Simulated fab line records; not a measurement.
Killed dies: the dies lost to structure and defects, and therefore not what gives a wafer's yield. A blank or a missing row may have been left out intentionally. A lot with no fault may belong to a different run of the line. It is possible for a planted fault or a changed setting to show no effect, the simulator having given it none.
Split-lot study    flow n5_finfet    on a route of 1938 steps: 7 lots, 21 wafers read

== SPLIT DETAILS ==
At N5_DUMMY_GATE_HM_DEP_06 (deposits SiNx from DCS/NH3, target thk 80 nm, time 5141 s), the setting time_s was moved away from the recipe's 5141 s on 15 of the 21 wafers read, by -13.1% to +11.8%. The other wafers ran this setting at the recipe's value.

The reading is taken at the split's own step.

== THE READING ==
SiNx_of_DUMMY_GATE_HM_DEP_06.thk_nm (the simulator's own value, which no gauge read), in nm, at N5_DUMMY_GATE_HM_DEP_06 (deposits SiNx from DCS/NH3, target thk 80 nm, time 5141 s). There is no usual value for it anywhere in the file. Here, 6 wafers ran the recipe; their average is 79.7 nm with a standard deviation of 0.44 nm.

wafer   tool, chamber at the split  time_s as run, s  against the recipe  SiNx_of_DUMMY_GATE_HM_DEP_06.thk_nm, nm  against lot-mates on the recipe
L074.1  -, -                        4809              -6.5%               74.6                                     no lot-mate on the recipe
L074.6  -, -                        4809              -6.5%               74.6                                     no lot-mate on the recipe
L074.4  -, -                        4809              -6.5%               75                                       no lot-mate on the recipe
L077.1  -, -                        5746              +11.8%              90                                       no lot-mate on the recipe
L077.3  -, -                        5746              +11.8%              90.8                                     no lot-mate on the recipe
L077.5  -, -                        5746              +11.8%              90.6                                     no lot-mate on the recipe
L079.1  -, -                        4466              -13.1%              69.4                                     no lot-mate on the recipe
L079.3  -, -                        4466              -13.1%              69.8                                     no lot-mate on the recipe
L079.4  -, -                        4466              -13.1%              69.8                                     no lot-mate on the recipe
L081.1  -, -                        5470              +6.4%               85.4                                     no lot-mate on the recipe
L081.3  -, -                        5470              +6.4%               85.4                                     no lot-mate on the recipe
L081.6  -, -                        5470              +6.4%               85.8                                     no lot-mate on the recipe
L087.1  -, -                        5141              recipe              80                                       -
L087.2  -, -                        5141              recipe              80.4                                     -
L087.3  -, -                        5141              recipe              79.6                                     -
L088.2  lpcvd-01, 1/70              5141              recipe              79                                       -
L088.3  lpcvd-01, 1/75              5141              recipe              79.8                                     -
L088.6  lpcvd-01, 1/89              5141              recipe              79.4                                     -
L092.1  -, -                        4831              -6.0%               75                                       no lot-mate on the recipe
L092.5  -, -                        4831              -6.0%               75.4                                     no lot-mate on the recipe
L092.6  -, -                        4831              -6.0%               75.6                                     no lot-mate on the recipe

FIT RESULTS
A straight line over all 21 wafers: SiNx_of_DUMMY_GATE_HM_DEP_06.thk_nm changes by +0.832 nm for each +1% of time_s; r = +1.00; the points scatter about the line by 0.5 nm.
Too few moved wafers with a lot-mate on the recipe to fit a line net of each lot's own level.

== THE FILE'S OWN FIT ==
SiNx_of_DUMMY_GATE_HM_DEP_06.thk_nm changes by +0.832 nm for each +1% of time_s, r = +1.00.
